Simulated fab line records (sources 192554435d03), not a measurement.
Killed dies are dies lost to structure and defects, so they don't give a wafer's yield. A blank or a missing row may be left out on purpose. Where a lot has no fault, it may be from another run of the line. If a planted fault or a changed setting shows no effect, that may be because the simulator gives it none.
What tool caused it? | flow n5-finfet | 12 lots, 36 wafers sampled, at 2 steps of a route of 1938

== WHAT THE GAUGES READ, wafer by wafer ==
N5_MIM_BOT_LITHO_OVL_MEAS_11.
lot  | measured     | on         | MIM_BOT_OVL (nm)
L743 | day 13 20:12 | overlay-01 | 9 8 3
L741 | day 12 21:11 | overlay-02 | -2 0 2
L742 | day 13 03:01 | overlay-02 | 5 1 5
L746 | day 13 22:19 | overlay-01 | 2 -3 -6
L747 | day 14 03:11 | overlay-02 | 3 3 4
L749 | day 14 04:13 | overlay-02 | 3 6 -3
L750 | day 14 13:49 | overlay-02 | 5 3 8
L754 | day 15 13:23 | overlay-01 | 3 7 5
L756 | day 16 01:05 | overlay-02 | 0 -5 -6
L753 | day 16 04:11 | overlay-02 | 6 11 9
L761 | day 17 20:52 | overlay-01 | 1 2 7
L762 | day 18 22:17 | overlay-01 | -2 -7 3

== EACH LOT AND THE TOOL THAT RAN IT (in order: tool; ch and the chambers of the sampled wafers; start) ==
lot  | N5_BEOL_M8_ECD_50
L743 | ecd-cu-02 ch 0,1, day 10 00:15
L741 | ecd-cu-01 ch 0,1, day 10 00:28
L742 | ecd-cu-01 ch 0,1, day 10 07:54
L746 | ecd-cu-02 ch 0,1, day 11 06:47
L747 | ecd-cu-02 ch 0,1, day 11 12:48
L749 | ecd-cu-02 ch 0,1, day 11 13:44
L750 | ecd-cu-01 ch 0,1, day 12 00:46
L754 | ecd-cu-01 ch 0,1, day 13 05:53
L756 | ecd-cu-02 ch 0,1, day 13 19:04
L753 | ecd-cu-01 ch 0,1, day 13 20:41
L761 | ecd-cu-02 ch 0,1, day 15 15:16
L762 | ecd-cu-02 ch 0,1, day 16 11:08
- N5_BEOL_M8_ECD_50: material Cu, target thk 300 nm.

== WHAT THE TOOLS THEMSELVES READ (means of the sampled wafers that have a number; where no wafer has one, the mark that the record gives instead) ==
The record holds no such reading with a usual standard deviation.

== THE ANSWER, worked out from the rows above alone ==
Rule: what is usual is taken from the lots themselves. Put in order of their means at a reading, lots are off if they are a third of the lots or fewer, leave a main group of 4 or more, and stand apart from it by a gap of 3 or more times the standard deviation of the main group's means; of several such gaps the widest counts. The tables above print the reading to a certain number of digits; a main group whose means all agree to those digits is not used. A lot without any number at a reading at which 4 lots or more have one is off too. All remaining lots with rows at the step are treated as sound. First the gauges in route order, then the tools' own readings, where a lot's mean is used as printed above. The first step at which some lot is off is used, and at that step the reading that is off furthest; a lot without a number counts as furthest.
No lot is off on any of the readings shown, so nothing can be concluded from this.

== WHAT WAS PUT IN BY THE SIMULATOR ==
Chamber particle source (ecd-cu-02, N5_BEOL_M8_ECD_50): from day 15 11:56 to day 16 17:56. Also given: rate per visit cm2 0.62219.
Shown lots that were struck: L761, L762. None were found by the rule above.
